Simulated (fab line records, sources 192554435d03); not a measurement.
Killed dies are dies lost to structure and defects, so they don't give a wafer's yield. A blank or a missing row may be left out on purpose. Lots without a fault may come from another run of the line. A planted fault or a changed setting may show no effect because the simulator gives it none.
Chamber matching | flow n5_finfet | N5_BEOL_M3_VIA_ETCH_34 on rie_diel-03: 4 sister chambers
The step etches the open film in C4F6/O2, target depth 69.4 nm, time 65.9 s. 4 wafers are shown with their chamber, then 10 later ones without.

WAFERS WITH THEIR CHAMBER
wafer  | chamber | showerhead_plenum_p_Torr (Torr)
L085.5 | 2       | 3.00
L085.6 | 3       | 2.89
L088.2 | 0       | 2.78
L088.5 | 1       | 2.92

WAFERS WITHOUT THEIR CHAMBER
wafer  | showerhead_plenum_p_Torr (Torr)
L088.6 | 2.78
L089.1 | 2.92
L089.4 | 2.78
L089.6 | 3.00
L087.1 | 2.78
L087.2 | 3.00
L087.3 | 2.92
L095.2 | 2.99
L095.4 | 2.88
L095.5 | 2.91

WHICH CHAMBER EACH WENT THROUGH
wafer  | from the rows above     | in truth
L088.6 | 0                       | 0
L089.1 | 1                       | 1
L089.4 | 0                       | 0
L089.6 | 2                       | 2
L087.1 | 0                       | 0
L087.2 | 2                       | 2
L087.3 | 1                       | 1
L095.2 | 2                       | 2
L095.4 | 3                       | 3
L095.5 | can't be placed: 1 or 3 | 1
Placed correctly: 9 of 10. Can't be placed from these rows: 1 (the true chamber is among the candidates in 1). Placed wrongly: 0.
How it was worked out, from the rows above alone: a wafer's distance from a chamber is the root of the sum, over the readings, of the square of ((its reading less the chamber's mean) divided by the reading's scatter). The wafer belongs to the nearest chamber; if the next one is less than 2 further off, it can't be placed. A chamber's mean is the mean of its shown wafers. The scatter: with one shown wafer a chamber, the root of the mean of the squares of how far each hidden wafer lies from its nearest shown one.
